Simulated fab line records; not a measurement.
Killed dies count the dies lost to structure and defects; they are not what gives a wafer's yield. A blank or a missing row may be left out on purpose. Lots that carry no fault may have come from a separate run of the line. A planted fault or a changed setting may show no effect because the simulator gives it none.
Struck lot and sound lot, side by side || flow n5_finfet || 25 steps out of a route of 1938
Sound: the wafers L198.2, L198.4, L198.5. The struck wafers were L188.2, L188.4, L188.5. At the end, the cause is stated.
At each step with rows: each side's tool, then ch and its chambers, then its first start. Under that, the readings that differ: sound wafers || struck wafers || difference of the means || sigmas: that difference in standard deviations of wafers without a fault.
alike: readings with means less than 2 such deviations apart, plus words and numbers identical on both sides. not compared: withheld readings, readings lacking a value on some wafer, bounds such as >300 that could conceal the same value, and numbers that have no deviation in the record and whose values overlap.
The two part at a step that has a row with sigmas, a row that says differs or no value, or rows on one side only. When numbers do not overlap yet have no deviation, they are printed without sigmas and do not part them. Lack of a reading on every wafer of one side parts them only where that side has two or more wafers.

first, 9 steps without rows for these wafers: N5_FIN_SAQP_COAT_50 (time 60 s, resist thk 35 nm); N5_FIN_SAQP_COAT_10 (resist thk 90 nm); N5_FIN_SAQP_EBR_12; N5_FIN_SAQP_SOFTBAKE_11 (time 60 s); N5_FIN_SAQP_EXPOSE_13 (exposes mask FIN CORE, target cd 35.6 nm); N5_FIN_SAQP_PEB_14 (peb time 60 s); N5_FIN_SAQP_DEVELOP_15 (develop time 30 s); N5_FIN_SAQP_DESCUM_21 (chemistry O2, time 7.9 s); N5_FIN_SAQP_ETCH_51 (etches SiARC in CF4, target depth 45.5 nm, time 75.8 s).
N5_FIN_SAQP_ETCH_52: etches SOC in N2/H2, target depth 100 nm, overetch 20 nm, time 150 s.
  sound on rie_diel-02 ch 0,3, day 5 23:04; struck on rie_diel-02 ch 0,1,3, day 3 09:37
  no value came back on the struck wafers for any of 7 readings (bias_w (W), chamber_pressure_mTorr (mTorr) and others); on the sound wafers bias_w (W) reads 150.7 149.9 149.2
{"reading": "model.CAR-ArF_of_FIN_SAQP_COAT_10.thk_nm (nm)", "sound": "0 0 0", "struck": "50.96 50.65 50.87", "difference": "+50.83", "sigmas": ""}
{"reading": "model.SiARC_of_FIN_SAQP_COAT_50.thk_nm (nm)", "sound": "29.09 28.95 29.43", "struck": "35.02 35.09 34.97", "difference": "+5.87", "sigmas": ""}
  not compared: rf_hours_counter_h
then, 1 step without rows for these wafers: N5_FIN_SAQP_STRIP_53 (strips in N2/H2).
N5_FIN_SAQP_HM_OPEN_73: chemistry CHF3/O2, target SiO2, stops on a-Si, target depth 12 nm, time 16.8 s.
  sound on rie_diel-02 ch 0,3, day 5 23:10; struck on rie_diel-02 ch 0,1,3, day 3 09:43
{"reading": "oes_product_au (a.u.)", "sound": "0.55 0.56 0.42", "struck": "0.27 0.28 0.26", "difference": -0.24, "sigmas": -5}
{"reading": "model.SiARC_of_FIN_SAQP_COAT_50.thk_nm (nm)", "sound": "4.539 4.324 6.194", "struck": "11.74 11.03 11.52", "difference": "+6.41", "sigmas": ""}
  alike: CHF3_flow_sccm, drypump_motor_current_A, oes_ar_750_au, rf_vpp_V, showerhead_plenum_p_Torr, throttle_valve_pct
  not compared: rf_hours_counter_h
then, 1 step without rows for these wafers: N5_FIN_SAQP_STRIP_74 (strips in CHF3/O2).
N5_FIN_SAQP_MANDREL_ETCH_22: etches a-Si in HBr/Cl2, stops on SiNx, target depth 60 nm, bt time 10 s, time 30 s.
  sound on rie_si-03 ch 0,1, day 5 23:15; struck on rie_si-03 ch 0,1,2, day 3 09:49
{"reading": "oes_product_au (a.u.)", "sound": "0.766 0.762 0.772", "struck": "0.308 0.301 0.320", "difference": -0.457, "sigmas": -27}
{"reading": "throttle_valve_pct (%)", "sound": "35.03 35.56 35.54", "struck": "35.98 36.52 35.99", "difference": "+0.79", "sigmas": "+4"}
  alike: HBr_flow_sccm, bias_w, drypump_motor_current_A
  not compared: rf_hours_counter_h
then, 5 steps without rows for these wafers: N5_FIN_SAQP_STRIP_55 (strips in N2/H2); N5_FIN_SAQP_STRIP_23 (strips in SPM, time 750 s); N5_FIN_SAQP_SRD_66 (time 30 s); N5_FIN_SAQP_RECESS_75 (chemistry HF/NH3, target SiO2, target depth 14.4 nm, afs cycles 3, sublimation time 60 s); N5_FIN_SAQP_SPACER1_ALD_24 (deposits SiO2, target thk 20.3 nm, pulse time 1 s, purge time 2 s).
N5_FIN_SAQP_SPACER1_ETCHBACK_25: etches SiO2 in CHF3/O2, target depth 24.4 nm, time 12.2 s.
  sound on rie_diel-06 ch 1,2,3, day 6 01:04; struck on rie_diel-06 ch 0,1,2, day 3 11:35
{"reading": "oes_product_au (a.u.)", "sound": "0.84 0.75 0.77", "struck": "0.29 0.29 0.31", "difference": -0.49, "sigmas": -6}
  alike: CHF3_flow_sccm, drypump_motor_current_A, oes_ar_750_au, rf_vpp_V, showerhead_plenum_p_Torr, throttle_valve_pct
  not compared: rf_hours_counter_h
N5_FIN_SAQP_MANDREL1_REMOVE_56: chemistry HBr/Cl2/O2, target a-Si, stops on SiNx, bt time 10 s.
  sound on rie_si-03 ch 1,3, day 6 01:10; struck on rie_si-02 ch 0,2,3, day 3 11:40
{"reading": "oes_product_au (a.u.)", "sound": "0.991 0.971 0.974", "struck": "0.386 0.379 0.376", "difference": -0.598, "sigmas": -31}
  alike: drypump_motor_current_A, throttle_valve_pct
  not compared: rf_hours_counter_h
N5_FIN_SAQP_CD_MEAS_27 targets a cd of 20 nm.
  sound on cd_sem-02 ch 0, day 6 01:17; struck on cd_sem-01 ch 0, day 3 11:47
{"reading": "cd_nm (nm)", "sound": "20.09 20.42 20.25", "struck": "- - -", "difference": "no value on the struck wafers", "sigmas": ""}
then, 1 step without rows for these wafers: N5_FIN_SAQP_ETCH_57 (etches SiNx in CH3F/O2, target depth 32.5 nm, time 46.4 s).
N5_BEOL_M4_RC_MEAS_101:
  the record has rows for the sound wafers here (prober-01 ch 0, day 11 15:47) and none for the struck ones
-- the record jumps here: 10 days lie between the struck wafers' starts before and after (it left off in module BEOL_M4 and takes up again in module PASSIVATION, whose first step shown is number 1936 of the route) --
N5_PASSIVATION_PROBE_49:
  rows exist in the record for the struck wafers here (prober-02, day 13 15:37), but not for the sound ones

== WHERE THEY PART ==
At N5_FIN_SAQP_ETCH_52 first; at N5_PASSIVATION_PROBE_49 last (within this record only).

WHY: what had been put in by the simulator
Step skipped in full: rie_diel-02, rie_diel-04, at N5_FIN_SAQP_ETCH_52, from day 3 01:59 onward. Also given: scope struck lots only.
